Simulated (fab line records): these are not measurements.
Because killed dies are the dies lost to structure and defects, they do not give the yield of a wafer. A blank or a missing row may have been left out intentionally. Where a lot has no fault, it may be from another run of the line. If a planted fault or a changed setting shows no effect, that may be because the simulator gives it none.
fab line records | flow nand-harc
record: lots: 6 wafers: 18 last-day: 23
route steps=1159 shown P_CONTACT@218 END@1159
lots that met no fault: from a run of the same line without faults
start-h: start of the lot's first displayed wafer, in hours after the record's first day | wait-h: time in hours since the lot's previous step | " as in the row above | L1.1+2: several wafers, shown together as one row | - no value present, or no start provided | * or withheld: withheld | < > ~ a bound
route shown NAME@n: a module of which the file shows steps, and the number in the route of the first | usual: mean/standard deviation of fault-free wafers | same: alike in all rows | chamber/n: place in a boat | sites: per-site readings | _std_site: how widely they spread, as a standard deviation | _edge_site: outer sites' mean less inner sites' | radius-mm: for every site, how far away it sits from the centre of the wafer | mask NAME#n: copy n | behind: the most recent tool/chamber to have shaped the wafer | hold: cause of the lot's hold/its duration in hours/its outcome | device: transistor that didn't switch, given as n, p or np | end of line: the route-end tests of the same wafers | a step given without rows: its recipe and nothing more | killed: not the wafer's yield, but the dies lost to structure and defects at the first sort | map: shows each die of a wafer: x if killed, . if not, _ if none is there
set.NAME: the setting the step ran with; set.NAME@STEP: the setting that earlier step ran with | model.NAME: the simulator's own value behind a step, which no gauge read
lots at selected steps of the route; one table per step, one row per wafer
services: the hour from which a tool's chamber was out of use, counted from the record's first day as start-h (under 0 if before that day), plus the number of hours and why
== steps ==
step: NHARC_P_CONTACT_DEP_00
recipe: target-thk-a: 5000 temp-c: 400 pressure-torr: 6.5 rf-w: 900 teos-flow-sccm: 161.4 flow-sccm: 2650 target-thk-nm: 500 gas: O2 material: SiO2
usual: heater-power-w: 556/76 rf-fwd-power-W: 898.0/2.7 susceptor-temp-C: 399.99/0.21 throttle-valve-pct: 15.8/0.52
columns lot.wafer tool chamber start-h wait-h heater-power-w rf-fwd-power-W susceptor-temp-C throttle-valve-pct
L651.3 pecvd-01 0 - - 518 894.4 400.08 15.0
L651.2 " 1 " " 588 896.1 399.92 15.9
L651.6 " 0 " " 526 902.1 399.73 15.0
L653.3 pecvd-01 1 - - 518 897.1 400.31 16.1
L653.4 " 0 " " 411 899.5 400.05 15.0
L653.6 " 1 " " 548 899.2 399.99 15.9
L659.2 pecvd-04 2 - - 626 900.4 399.99 15.8
L659.3 " 1 " " 607 899.0 400.26 16.3
L659.6 " 2 " " 624 898.5 399.90 15.6
L668.5 pecvd-01 0 - - 504 897.2 399.97 15.0
L668.4 " 1 " " 531 895.8 400.11 16.2
L668.6 " 2 " " 462 898.3 400.04 15.7
L670.2 pecvd-01 0 - - 523 900.0 399.91 15.3
L670.1 " 1 " " 576 902.8 399.73 15.9
L670.4 " 2 " " 494 896.9 399.58 15.9
L669.1 pecvd-04 1 - - 674 900.0 399.71 15.7
L669.2 " 2 " " 627 898.4 399.68 15.6
L669.5 " 0 " " 634 904.6 400.09 16.7
step: NHARC_P_CONTACT_CMP_01
recipe: target-thk-nm: 200 material: SiO2
usual: motor-current-A: 11.8/1.3
columns lot.wafer tool chamber start-h wait-h motor-current-A
L651.2 cmp-03 0 118.00 - 14.9
L651.3 " 3 " " 10.6
L651.6 " 0 " " 14.1
L653.4 cmp-02 1 126.27 - 12.8
L653.3 " 2 " " 11.3
L653.6 " 1 " " 13.1
L659.3 cmp-03 2 170.88 - 12.6
L659.2 " 0 " " 14.1
L659.6 " 1 " " 11.5
L668.4 cmp-03 2 218.04 - 12.4
L668.6 " 3 " " 9.8
L668.5 " 0 " " 13.9
L670.2 cmp-03 0 230.38 - 14.3
L670.1 " 1 " " 12.3
L670.4 " 2 " " 12.1
L669.1 cmp-04 2 230.79 - 11.0
L669.2 " 3 " " 12.3
L669.5 " 1 " " 11.8
step: NHARC_P_CONTACT_SRD_03
step: NHARC_P_CONTACT_DEHYDRATE_04
recipe: temp-c: 150 time-s: 120
step: NHARC_P_CONTACT_HMDS_05
recipe: time-s: 30
step: NHARC_P_CONTACT_COAT_33
recipe: temp-c: 260 time-s: 75
step: NHARC_P_CONTACT_COAT_34
recipe: temp-c: 225 time-s: 65
step: NHARC_P_CONTACT_COAT_06
recipe: spin-rpm: 1500 resist-thk-nm: 90
step: NHARC_P_CONTACT_SOFTBAKE_07
recipe: temp-c: 105 time-s: 55
step: NHARC_P_CONTACT_EBR_08
step: NHARC_P_CONTACT_EXPOSE_09
recipe: na: 1.35 target-cd-nm: 90 dose-mj: 81.26 mask-id: P_CA
step: NHARC_P_CONTACT_PEB_10
recipe: peb-temp-c: 100 peb-time-s: 65
usual: heater-power-total-W: 156.6/0.42 plate-temp-C: 100.01/0.13
columns lot.wafer tool chamber start-h wait-h heater-power-total-W plate-temp-C
L651.2 litho-track-01 0 118.75 0.1 156.2 99.97
L651.3 " 0 " " 156.3 100.16
L651.6 " 0 " " 156.9 99.93
L653.3 litho-track-04 0 126.87 0.0 156.8 99.97
L653.4 " 0 " " 156.1 99.99
L653.6 " 0 " " 156.7 100.06
L659.2 litho-track-04 0 171.63 0.1 156.0 100.17
L659.3 " 0 " " 156.8 100.36
L659.6 " 0 " " 157.1 100.24
L668.4 litho-track-01 0 218.72 0.1 169.1 105.49
L668.5 " 0 " " 168.5 105.80
L668.6 " 0 " " 168.7 105.36
L670.1 litho-track-01 0 231.13 0.1 168.5 105.51
L670.2 " 0 " " 168.1 105.46
L670.4 " 0 " " 169.1 105.52
L669.1 litho-track-04 0 231.53 0.1 157.1 100.21
L669.2 " 0 " " 157.1 100.01
L669.5 " 0 " " 156.0 100.05
step: NHARC_P_CONTACT_DEVELOP_11
recipe: develop-time-s: 35 dev-temp-c: 23
step: NHARC_P_CONTACT_CD_MEAS_12
recipe: target-cd-nm: 90 landing-energy-ev: 500
usual: cd-nm: 89.7/0.72
columns lot.wafer tool chamber start-h wait-h cd-nm
L651.2 cd-sem-03 0 118.83 - 90.0
L651.3 " 0 " " 89.0
L651.6 " 0 " " 89.8
L653.3 cd-sem-02 0 126.96 - 89.4
L653.4 " 0 " " 89.9
L653.6 " 0 " " 90.2
L659.2 cd-sem-02 0 171.71 - 89.5
L659.3 " 0 " " 89.4
L659.6 " 0 " " 89.6
L668.4 cd-sem-03 0 218.81 - 107.5
L668.5 " 0 " " 108.6
L668.6 " 0 " " 109.0
L670.1 cd-sem-02 0 231.21 - 107.5
L670.2 " 0 " " 107.5
L670.4 " 0 " " 107.5
L669.1 cd-sem-01 0 231.61 - 89.0
L669.2 " 0 " " 88.8
L669.5 " 0 " " 89.1
step: NHARC_P_CONTACT_OVL_MEAS_13
usual: overlay-x-nm: -0.3/0.77 overlay-y-nm: 0.0/0.95
columns lot.wafer tool chamber start-h wait-h overlay-x-nm overlay-y-nm
L651.2 overlay-01 - 118.92 - -1.6 -0.4
L651.3 " - " " -0.4 0.2
L651.6 " - " " -1.1 0.1
L653.3 overlay-02 - 127.04 - -1.0 -0.5
L653.4 " - " " -1.0 -0.3
L653.6 " - " " -1.7 -0.3
L659.2 overlay-01 - 171.80 - -0.2 1.4
L659.3 " - " " 0.0 1.5
L659.6 " - " " -0.4 0.9
L668.4 overlay-02 - 218.89 - -0.6 0.0
L668.5 " - " " -0.9 -0.1
L668.6 " - " " -1.3 0.1
L670.1 overlay-01 - 231.30 - 0.0 0.1
L670.2 " - " " -0.9 0.6
L670.4 " - " " -0.4 0.7
L669.1 overlay-01 - 231.69 - 0.4 -1.9
L669.2 " - " " 0.0 -1.6
L669.5 " - " " 0.2 -1.7
step: NHARC_P_CONTACT_INSPECT_14
usual: raw-defect-count: 3.9/2
columns lot.wafer tool chamber start-h wait-h raw-defect-count
L651.2 defect-inspect-02 - 118.95 0.0 3
L651.3 " - " " 8
L651.6 " - " " 3
L653.3 defect-inspect-01 - 127.08 0.0 5
L653.4 " - " " 4
L653.6 " - " " 2
L659.2 defect-inspect-01 - 171.84 0.0 3
L659.3 " - " " 4
L659.6 " - " " 3
L668.4 defect-inspect-01 - 218.93 0.0 3
L668.5 " - " " 6
L668.6 " - " " 2
L670.1 defect-inspect-02 - 231.34 0.0 8
L670.2 " - " " 5
L670.4 " - " " 3
L669.1 defect-inspect-02 - 231.73 0.0 6
L669.2 " - " " 5
L669.5 " - " " 9
step: NHARC_P_CONTACT_DESCUM_17
recipe: time-s: 3 o2-flow-sccm: 200 ar-flow-sccm: 0 bias-power-w: 0 chemistry: O2
usual: drypump-motor-current-A: 5.9/0.53 oes-product-au: 0.996/0.011 rf-vpp-V: 57.6/0.94 showerhead-plenum-p-Torr: 1.89/0.073 throttle-valve-pct: 11.310/0.0091
columns lot.wafer tool chamber start-h wait-h drypump-motor-current-A oes-product-au rf-hours-counter-h rf-vpp-V showerhead-plenum-p-Torr throttle-valve-pct model.P_CONTACT.cd-nm
L651.3 rie-diel-05 0 119.02 0.1 6.4 0.990 9 57.7 1.92 11.303 88.79
L651.2 " 1 " " 6.3 0.985 13 58.5 2.01 11.323 89.63
L651.6 " 1 " " 6.3 0.991 - 58.5 2.01 11.299 89.92
L653.4 rie-diel-05 2 127.14 0.1 5.4 0.996 16 58.7 2.00 11.324 89.76
L653.3 " 0 " " 6.4 0.984 10 58.1 1.92 11.294 88.88
L653.6 " 2 " " 5.4 0.994 - 59.5 2.00 11.307 90.48
L659.3 rie-diel-01 3 171.90 0.1 5.9 1.015 2 58.4 1.83 11.312 88.4
L659.2 " 1 " " 6.6 0.995 2 57.4 1.89 11.311 88.8
L659.6 " 3 " " 5.9 1.007 - 58.6 1.83 11.297 88.7
L668.4 rie-diel-01 3 218.99 0.1 5.9 1.012 7 57.8 1.83 11.300 106.8
L668.6 " 2 " " 5.1 1.005 - 56.2 1.86 11.283 108.6
L668.5 " 3 " " 5.9 1.003 - 57.5 1.83 11.292 107.6
L670.1 rie-diel-08 1 231.41 0.1 6.6 0.988 34 57.8 2.02 11.297 108.1
L670.2 " 2 " " 5.8 1.012 34 56.2 1.80 11.314 108.5
L670.4 " 1 " " 6.5 0.981 - 58.8 2.02 11.309 107.7
L669.1 rie-diel-01 2 231.79 0.1 5.0 0.998 7 57.7 1.86 11.312 89.37
L669.2 " 1 " " 6.6 0.992 8 56.9 1.89 11.318 88.28
L669.5 " 2 " " 5.1 0.996 - 60.0 1.86 11.300 90
step: NHARC_P_CONTACT_ETCH_35
recipe: target-depth-a: 390 over-etch-frac: 0.3 time-s: 65 ion-energy-ev: 80 cf4-flow-sccm: 150 ar-flow-sccm: 0 rf-w: 300 bias-w: 100 chemistry: CF4
usual: drypump-motor-current-A: 5.9/0.55 oes-product-au: 0.996/0.012 rf-fwd-power-W: 296.9/1.1 rf-vpp-V: 151.1/1 showerhead-plenum-p-Torr: 1.75/0.061 throttle-valve-pct: 13.284/0.009
columns lot.wafer tool chamber start-h wait-h drypump-motor-current-A oes-product-au rf-fwd-power-W rf-hours-counter-h rf-vpp-V showerhead-plenum-p-Torr throttle-valve-pct
L651.3 rie-diel-05 0 119.11 0.1 6.4 0.992 296.3 9 151.8 1.78 13.295
L651.2 " 2 " " 5.5 0.989 293.8 15 151.8 1.84 13.285
L651.6 " 3 " " 6.2 0.992 296.0 - 151.0 1.72 13.296
L653.4 rie-diel-05 2 127.23 0.1 5.5 0.996 295.5 16 152.5 1.84 13.285
L653.3 " 3 " " 6.2 0.982 294.5 16 151.1 1.72 13.284
L653.6 " 1 " " 6.3 0.993 295.7 - 152.8 1.85 13.281
L659.2 rie-diel-01 3 171.98 0.1 5.9 1.010 296.7 2 152.0 1.69 13.289
L659.3 " 0 " " 5.3 0.996 297.9 2 149.7 1.67 13.292
L659.6 " 3 " " 5.9 0.998 297.8 - 150.4 1.70 13.278
L668.4 rie-diel-01 3 219.26 0.3 5.9 1.001 297.6 7 151.2 1.69 13.281
L668.5 " 0 " " 5.3 1.003 297.2 - 150.4 1.67 13.284
L668.6 " 1 " " 6.6 0.997 298.1 - 150.7 1.75 13.270
L669.1 rie-diel-01 2 231.88 0.1 5.0 0.998 298.7 7 149.5 1.72 13.279
L669.2 " 0 " " 5.3 1.004 297.1 8 150.2 1.67 13.284
L669.5 " 2 " " 5.1 0.998 297.4 - 149.0 1.72 13.287
L670.1 rie-diel-08 1 231.97 0.5 6.6 0.994 297.8 34 151.2 1.86 13.281
L670.2 " 3 " " 5.2 1.006 298.4 38 151.0 1.74 13.273
L670.4 " 3 " " 5.2 1.004 297.5 - 151.8 1.74 13.292
step: NHARC_P_CONTACT_ETCH_36
recipe: target-depth-a: 2600 over-etch-frac: 0.25 time-s: 406.25 ion-energy-ev: 200 n2-flow-sccm: 150 h2-flow-sccm: 150 ar-flow-sccm: 0 rf-w: 400 bias-w: 150 chemistry: N2/H2
usual: drypump-motor-current-A: 5.9/0.56 n2-flow-sccm: 150.0/0.37 oes-product-au: 0.995/0.012 rf-fwd-power-W: 399.2/1.1 rf-vpp-V: 430.0/2.3 showerhead-plenum-p-Torr: 2.02/0.079 throttle-valve-pct: 14.171/0.0091
columns lot.wafer tool chamber start-h wait-h drypump-motor-current-A n2-flow-sccm oes-product-au rf-fwd-power-W rf-hours-counter-h rf-vpp-V showerhead-plenum-p-Torr throttle-valve-pct
L651.2 rie-diel-05 2 - - 5.5 150.4 0.998 399.0 15 432.5 2.13 14.174
L651.3 " 3 " " 6.2 149.8 0.986 399.1 15 429.1 1.97 14.162
L651.6 " 1 " " 6.3 150.5 0.977 398.4 - 434.0 2.15 14.181
L653.4 rie-diel-05 1 - - 6.4 150.1 0.990 398.7 14 433.6 2.15 14.178
L653.3 " 3 " " 6.2 149.5 1.000 399.4 16 427.8 1.97 14.172
L653.6 " 1 " " 6.4 150.3 1.004 399.4 - 431.8 2.15 14.163
L659.2 rie-diel-01 3 - - 5.9 149.8 1.005 400.9 2 428.7 1.95 14.164
L659.3 " 0 " " 5.3 149.7 0.993 400.3 2 428.3 1.92 14.173
L659.6 " 0 " " 5.3 150.8 0.989 399.2 - 427.7 1.92 14.161
L668.4 rie-diel-01 3 - - 5.9 150.0 1.024 398.6 7 428.4 1.94 14.191
L668.6 " 1 " " 6.6 149.3 1.007 399.6 - 431.2 2.02 14.159
L668.5 " 2 " " 5.1 150.2 1.000 401.1 - 430.1 1.98 14.174
L669.2 rie-diel-01 1 - - 6.6 149.5 1.001 399.5 8 429.3 2.02 14.180
L669.1 " 2 " " 5.1 149.7 1.005 399.8 7 430.5 1.98 14.170
L669.5 " 2 " " 5.0 150.4 1.008 399.8 - 428.7 1.98 14.176
L670.1 rie-diel-08 2 - - 5.8 150.6 1.019 401.5 34 426.5 1.91 14.169
L670.2 " 1 " " 6.6 150.2 0.979 398.3 34 432.8 2.16 14.178
L670.4 " 1 " " 6.6 149.7 1.000 399.9 - 434.7 2.16 14.160
step: NHARC_P_CONTACT_ETCH_18
recipe: target-depth-a: 4810 time-s: 240.5 c4f8-flow-sccm: 20 o2-flow-sccm: 10 ar-flow-sccm: withheld rf-w: 600 bias-w: 1500 chemistry: C4F8/O2/Ar
usual: oes-product-au: 0.955/0.019 rf-fwd-power-W: 597.9/1.6 rf-vpp-V: 977/5.1
columns lot.wafer tool chamber start-h wait-h oes-product-au rf-fwd-power-W rf-hours-counter-h rf-vpp-V
L651.2 rie-diel-05 2 - - 0.942 598.6 15 984
L651.3 " 3 " " 0.934 597.6 15 974
L651.6 " 3 " " 0.937 596.7 - 975
L653.3 rie-diel-05 1 - - 0.958 597.9 15 984
L653.4 " 2 " " 0.953 596.7 16 984
L653.6 " 2 " " 0.943 595.5 - 985
L659.2 rie-diel-01 3 - - 0.923 598.4 3 971
L659.3 " 0 " " 0.908 598.7 3 970
L659.6 " 2 " " 0.922 596.8 - 975
L668.4 rie-diel-01 1 - - 0.965 598.0 7 978
L668.6 " 3 " " 0.955 597.9 - 972
L668.5 " 0 " " 0.962 596.7 - 970
L669.2 rie-diel-01 0 - - 0.969 599.4 9 971
L669.1 " 3 " " 0.951 597.4 8 973
L669.5 " 0 " " 0.961 599.6 - 971
L670.2 rie-diel-08 2 - - 0.944 596.5 35 970
L670.1 " 3 " " 0.918 599.9 38 975
L670.4 " 1 " " 0.930 595.5 - 986
step: NHARC_P_CONTACT_STRIP_37
recipe: c4f8-flow-sccm: withheld o2-flow-sccm: 8 ar-flow-sccm: withheld bias-w: 0 chemistry: C4F8/O2/Ar
step: NHARC_P_CONTACT_ETCH_31
recipe: target-depth-a: 300 time-s: 85.7 ion-energy-ev: 120 over-etch-frac: 1 ch3f-flow-sccm: 50 o2-flow-sccm: 30 ar-flow-sccm: 200 rf-w: 500 bias-w: 100 chemistry: CH3F/O2
usual: drypump-motor-current-A: 5.9/0.54 oes-product-au: 0.977/0.015 rf-fwd-power-W: 495.7/1.8 rf-vpp-V: 244.1/1.5 showerhead-plenum-p-Torr: 2.43/0.094 throttle-valve-pct: 20.664/0.0088
columns lot.wafer tool chamber start-h wait-h drypump-motor-current-A oes-product-au rf-fwd-power-W rf-hours-counter-h rf-vpp-V showerhead-plenum-p-Torr throttle-valve-pct model.P_CONTACT.cd-nm
L651.3 rie-diel-05 0 - - 6.4 0.949 494.1 10 245.1 2.47 20.674 89.11
L651.2 " 3 " " 6.2 0.968 495.1 15 243.4 2.39 20.682 88.6
L651.6 " 0 " " 6.4 0.939 493.2 - 245.9 2.47 20.660 89.45
L653.4 rie-diel-05 2 - - 5.4 0.970 495.4 16 246.0 2.56 20.651 90.81
L653.3 " 3 " " 6.2 0.972 496.7 16 244.3 2.39 20.656 88.76
L653.6 " 0 " " 6.4 0.975 495.4 - 244.7 2.47 20.668 89.22
L659.3 rie-diel-01 3 - - 5.9 0.973 491.0 3 243.2 2.35 20.661 87.16
L659.2 " 0 " " 5.3 0.959 495.2 3 242.7 2.32 20.659 87.61
L659.6 " 3 " " 5.9 0.965 491.2 - 243.0 2.35 20.665 86.18
L668.4 rie-diel-01 1 - - 6.6 0.971 497.0 7 243.5 2.43 20.668 106.4
L668.6 " 2 " " 5.1 0.972 499.0 - 244.3 2.39 20.671 110.6
L668.5 " 3 " " 5.9 0.979 494.3 - 242.5 2.35 20.678 103.8
L669.1 rie-diel-01 0 - - 5.3 0.996 496.0 9 242.0 2.32 20.653 86.97
L669.2 " 1 " " 6.6 1.001 492.8 8 245.4 2.43 20.650 88.4
L669.5 " 0 " " 5.3 0.995 497.3 - 243.1 2.31 20.660 86.24
L670.1 rie-diel-08 3 - - 5.2 0.952 498.0 38 243.5 2.42 20.660 105.2
L670.2 " 1 " " 6.6 0.954 496.3 34 246.6 2.59 20.670 106.9
L670.4 " 2 " " 5.8 0.978 495.0 - 242.6 2.31 20.659 107.2
step: NHARC_P_CONTACT_CD_MEAS_19
usual: cd-nm: 88.9/1.5
columns lot.wafer tool chamber start-h wait-h cd-nm
L651.2 cd-sem-01 - 119.89 - 88.6
L651.3 " - " " 89.2
L651.6 " - " " 89.2
L653.3 cd-sem-01 - 128.01 - 88.7
L653.4 " - " " 91.0
L653.6 " - " " 89.4
L659.2 cd-sem-01 - 172.77 - 87.7
L659.3 " - " " 87.0
L659.6 " - " " 86.5
L668.4 cd-sem-03 - 220.03 - 106.3
L668.5 " - " " 103.7
L668.6 " - " " 110.4
L669.1 cd-sem-01 - 232.66 - 87.1
L669.2 " - " " 88.5
L669.5 " - " " 86.2
L670.1 cd-sem-02 - 232.93 - 105.5
L670.2 " - " " 106.9
L670.4 " - " " 107.4
step: NHARC_END_SORT_01
recipe: temp-c: 25
usual: killed-at-array: 29/8.4 killed-at-other: 0.7/1.2 killed-at-periphery: 3.8/2.1 killed-dies: 33/9 killed-open: 3.4/2 killed-short: 2.1/1.4
same: gross-dies: 677
columns lot.wafer tool chamber start-h wait-h killed-at-array killed-at-other killed-at-periphery killed-dies killed-open killed-short
L659.2 prober-02 0 527.42 2.8 32 0 3 35 5 3
L659.3 prober-02 0 528.23 3.1 31 0 2 33 0 4
L659.6 prober-02 0 530.63 4.0 30 0 2 32 2 3
L668.4 prober-02 0 552.40 3.4 16 2 386 404 6 2
L668.5 prober-02 0 553.19 3.7 18 0 123 141 3 1
L668.6 prober-02 0 553.97 3.9 12 2 516 530 1 0
L669.1 prober-02 0 557.74 2.5 31 0 7 38 1 4
L669.2 prober-02 0 558.53 2.8 40 0 7 47 7 5
L669.5 prober-02 0 560.89 3.6 34 1 5 40 3 2
L670.1 prober-01 0 558.10 2.5 35 1 270 306 1 1
L670.2 prober-01 0 558.89 2.8 36 0 471 507 1 2
L670.4 prober-01 0 560.49 3.4 38 0 432 470 1 2
killed by level:class
L659.2 A_CHANNEL_HOLE_D1:chamber-film-flake=13 A_M0:chamber-film-flake=5 A_WL_FILL:geometric-particle:open=3 A_CONTACT:chamber-film-flake=3 P_STI:chamber-film-flake=2 A_CHANNEL_FILL_D1:chamber-film-flake=2 A_STAIRCASE:chamber-film-flake=2 P_M0:geometric-particle:short=1
L659.3 A_CHANNEL_HOLE_D1:chamber-film-flake=21 A_STAIRCASE:chamber-film-flake=3 A_SGD_CUT:geometric-particle:short=1 A_WL_FILL:geometric-particle:short=1 A_CONTACT:geometric-particle:short=1 A_BLC:geometric-particle:short=1 P_ZERO_WELL:chamber-film-flake=1 P_CONTACT:chamber-film-flake=1
L659.6 A_CHANNEL_HOLE_D1:chamber-film-flake=19 A_WL_FILL:geometric-particle:short=3 P_CONTACT:chamber-film-flake=2 A_CHANNEL_FILL_D1:chamber-film-flake=2 A_WL_FILL:chamber-film-flake=2 A_ONON_D1:geometric-particle:open=1 A_CHANNEL_FILL_D1:geometric-particle:open=1 A_STAIRCASE:chamber-film-flake=1
L668.4 P_CONTACT:area-peb=382 A_CHANNEL_HOLE_D1:chamber-film-flake=6 A_STAIRCASE:chamber-film-flake=4 A_CHANNEL_FILL_D1:geometric-particle:open=2 THIN_TSV:chamber-film-flake=2 P_CONTACT:geometric-particle:open=1 P_M0:geometric-particle:open=1 P_M1:geometric-particle:short=1
L668.5 P_CONTACT:area-peb=121 A_CHANNEL_HOLE_D1:chamber-film-flake=5 A_SLIT:chamber-film-flake=3 A_CHANNEL_FILL_D1:chamber-film-flake=2 A_STAIRCASE:chamber-film-flake=2 A_WL_FILL:chamber-film-flake=2 P_GATE:geometric-particle:open=1 A_CONTACT:geometric-particle:short=1
L668.6 P_CONTACT:area-peb=516 A_CHANNEL_HOLE_D1:chamber-film-flake=3 A_CONTACT:chamber-film-flake=3 A_WL_FILL:chamber-film-flake=2 A_SGD_CUT:geometric-particle:open=1 A_CHANNEL_FILL_D1:chamber-film-flake=1 A_STAIRCASE:chamber-film-flake=1 A_SLIT:chamber-film-flake=1
L669.1 A_CHANNEL_HOLE_D1:chamber-film-flake=23 P_GATE:chamber-film-flake=4 A_STAIRCASE:chamber-film-flake=4 P_M0:geometric-particle:short=2 P_CONTACT:geometric-particle:open=1 A_CHANNEL_FILL_D1:geometric-particle:short=1 A_STAIRCASE:geometric-particle:short=1 A_ZERO_WELL:chamber-film-flake=1
L670.1 P_CONTACT:area-peb=265 A_SLIT:chamber-film-flake=20 A_CHANNEL_HOLE_D1:chamber-film-flake=6 A_STAIRCASE:chamber-film-flake=4 P_ZERO_WELL:chamber-film-flake=3 A_CONTACT:chamber-film-flake=3 P_M2:geometric-particle:open=1 A_CHANNEL_HOLE_D1:geometric-particle:short=1
L669.2 A_CHANNEL_HOLE_D1:chamber-film-flake=27 P_GATE:chamber-film-flake=3 P_M0:geometric-particle:open=2 A_CHANNEL_FILL_D1:geometric-particle:open=2 A_CHANNEL_FILL_D1:geometric-particle:short=2 A_ZERO_WELL:chamber-film-flake=2 A_STAIRCASE:chamber-film-flake=2 P_CONTACT:geometric-particle:open=1
L670.2 P_CONTACT:area-peb=468 A_SLIT:chamber-film-flake=14 A_CHANNEL_HOLE_D1:chamber-film-flake=12 A_STAIRCASE:chamber-film-flake=3 A_BLC:chamber-film-flake=3 A_ONON_D1:geometric-particle:short=1 A_CHANNEL_FILL_D1:geometric-particle:open=1 A_CHANNEL_FILL_D1:geometric-particle:short=1
L670.4 P_CONTACT:area-peb=428 A_SLIT:chamber-film-flake=17 A_CHANNEL_HOLE_D1:chamber-film-flake=14 A_STAIRCASE:chamber-film-flake=3 P_ZERO_WELL:chamber-film-flake=2 P_M0:geometric-particle:short=1 A_CHANNEL_FILL_D1:geometric-particle:short=1 A_M0:geometric-particle:open=1
L669.5 A_CHANNEL_HOLE_D1:chamber-film-flake=16 A_CONTACT:chamber-film-flake=10 P_GATE:chamber-film-flake=3 A_STAIRCASE:chamber-film-flake=2 P_M0:geometric-particle:open=1 A_CHANNEL_FILL_D1:geometric-particle:short=1 A_CONTACT:geometric-particle:open=1 A_M0:geometric-particle:open=1
map L668.6 (x killed, . not)
____________x____________
_________xxxxxxx_________
_______xxxxxxxxxxx_______
______xxxxxxxxxxxxx______
_____xxxxxxxxxxxxxxx_____
____xxxxxxxxxxxxxxxxx____
____xxxxxxxx.xxxxxxxx____
___xxxxxxxxxxxxxxxxxxx___
___xxxx.xxxxx..xxxx.xx___
__xxxxxxx.xxxxx..xx.xxx__
__xxxxx.xxx..x.xxxx.xxx__
_xx.xxxxx.x...xx.x.x.xxx_
_xxxxxx.xx.x..xxxxx.xxxx_
_xxxx.xx...x...xxxxxxxxx_
_xxxxx...xx.x.....x.xxxx_
_xxxxxxx..x...xx..xxxxxx_
xxxxxxx.xxxx.x.x..x.xxxxx
xxxxx.xx..x.......x...xxx
xxxxxxxx...x..x.x..xxxxxx
xxxxxx.xx.....xx.x...xxxx
xxxxx.xxx....xxx.xx.xxxxx
_xxx.xxx..x........xxxxx_
_xxxxxxxxx...x...xx.x.xx_
_xxxx.xxx.x...x.xxx..xxx_
_xxxxxx.x.x...x.xxxxxxxx_
_xxxxxxxxx.x.xxxxxxxxxxx_
__xxxxxx.x.xx.xxxxxxxxx__
__xxxxxxx.xx.xxx.xxxxxx__
___xxxxx.xxx....xxxxxx___
___xxxxxxxxxxx..xxxxxx___
____xxxxxxxxxxxxxxxxx____
____xxxx.xxxxx.xxxxxx____
_____xxxxxxxxxxxxxxx_____
______xxxxxxxx.xxxx______
_______xxxxxxxx.xx_______
_________xxxxxxx_________
____________x____________
map L670.2 (x killed, . not)
____________x____________
_________xxxxxxx_________
_______xxxxxxxxxxx_______
______xxxxxxxxxxxxx______
_____xxxxxxxxxxxxxxx_____
____xxx.xxxxxxxxxx.xx____
____xx.xxxx.x..xxx.xx____
___xxxxxxxxxxxxxx.xxxx___
___xxxxxxxxx..xxx.xxxx___
__xxxxxxxxxx.xxxxxxxx.x__
__xxxx..xx....xx.x.xxxx__
_xxxxxxxx.x.xxx.xxx.xxxx_
_xxxxx.x.xxx..xxx..x..xx_
_xxxxxxxxxxxx.....xxxxxx_
_xxxx..........x.....xxx_
_xx.x....x....x.x...x..x_
xxxxxxx.xx.x.....x.xxxxxx
xxxxxxxx.........xxxxx.xx
xxx....xx.x...xxx..xx.xxx
xxxxx......x.xxxxx..xxxxx
xxxxxx.xxxx....x.x..xxxxx
_xxxxxx.x.xxxxx..x.x.xxx_
_xxxxxx.x.....xxx..x.xxx_
_xxxxxxxxxx.x..xxxxx.xxx_
_xxxxxx....xxxxx....xxxx_
_xxxxxxx...xx..x..x.xxxx_
__xxxxxxxxxxxxx...x.xxx__
__xx.x.x.x.xx....xxxxxx__
___xxxxxxxxxx..xxx.xxx___
___xxxxxxxxxxxxxxxxxxx___
____xxxxxxxx...xxxxxx____
____xxxxxxxxxxx.xxxxx____
_____xxxxxxx.xxxx.xx_____
______xxxxxxxxxxxxx______
_______xxxxxxxxxxx_______
_________xxxxxxx_________
____________x____________
== services ==
columns tool chamber start-h hours kind
rie-diel-05 1 101.82 9.5 repair
cmp-04 - 105.09 4.0 pm
cmp-04 - 109.51 63.9 repair
rie-diel-01 0 116.96 - clean
cmp-02 - 117.74 0.6 repair
rie-diel-08 - 124.88 9.0 pm
cmp-02 - 128.64 4.0 pm
rie-diel-01 - 137.80 9.0 pm
litho-track-04 - 141.00 7.0 pm
rie-diel-05 2 154.67 5.7 repair
cmp-03 - 156.26 4.0 pm
pecvd-04 0 158.15 4.9 repair
rie-diel-05 - 163.60 9.0 pm
cmp-02 - 177.95 2.4 repair
cmp-04 - 179.18 2.1 repair
pecvd-04 - 195.09 13.0 pm
rie-diel-05 3 202.44 21.7 repair
cmp-04 - 203.09 4.0 pm
rie-diel-08 1 212.14 10.4 repair
rie-diel-08 2 215.41 3.8 repair
rie-diel-08 0 216.33 1.2 repair
rie-diel-08 0 221.02 31.8 repair
cmp-02 - 226.64 4.0 pm
rie-diel-05 - 229.85 4.7 repair
== key ==
first-sign: step: NHARC_P_CONTACT_PEB_10 reading: plate-temp-C direction: up sigmas: 43 usual: * struck: *
effect: step: NHARC_P_CONTACT_PEB_10 reading: heater-power-total-W direction: up sigmas: 28 usual: * struck: *
effect: step: NHARC_P_CONTACT_CD_MEAS_12 reading: cd-nm direction: up sigmas: 25 usual: 89.7 struck: 107.9
effect: step: NHARC_P_CONTACT_CD_MEAS_19 reading: cd-nm direction: up sigmas: 12 usual: 88.9 struck: 106.7
effect: step: NHARC_END_SORT_01 reading: killed-at-periphery direction: up sigmas: 99+ usual: 3.8 struck: 366.3
model-effect: step: NHARC_P_CONTACT_DESCUM_17 value: P_CONTACT.cd-nm without: 89.87 struck: 107.9
model-effect: step: NHARC_P_CONTACT_ETCH_31 value: P_CONTACT.cd-nm without: 88.67 struck: 106.7
more-kills-born-at: NHARC_P_CONTACT_PEB_10@litho-track-01: 2180
met-at NHARC_P_CONTACT_PEB_10
struck-wafers L668.4,L668.5,L668.6,L670.1,L670.2,L670.4
later-rows-left-out L668.4,L668.6,L670.2,L670.4
tester-left-out L668,L670
onset-between 118.75 218.72
fault: kind: process-parameter-drift tool: litho-track-01 chamber: - onset-h: 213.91 steps: NHARC_P_CONTACT_PEB_10 channel: peb-temp-c offset: * shape: step end-h: 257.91 acts-in: * stated: *
tester-left-out: of these lots the tester's yield and bins aren't shown, on N5 and GAA mostly nor the transistor test; their killed dies are dies lost to structure and defects alone, not to doping, threshold or leakage, so they don't give the yield
later-rows-left-out: the simulator's readings of these wafers behind a module that went badly wrong aren't trusted and aren't shown, but for the sort
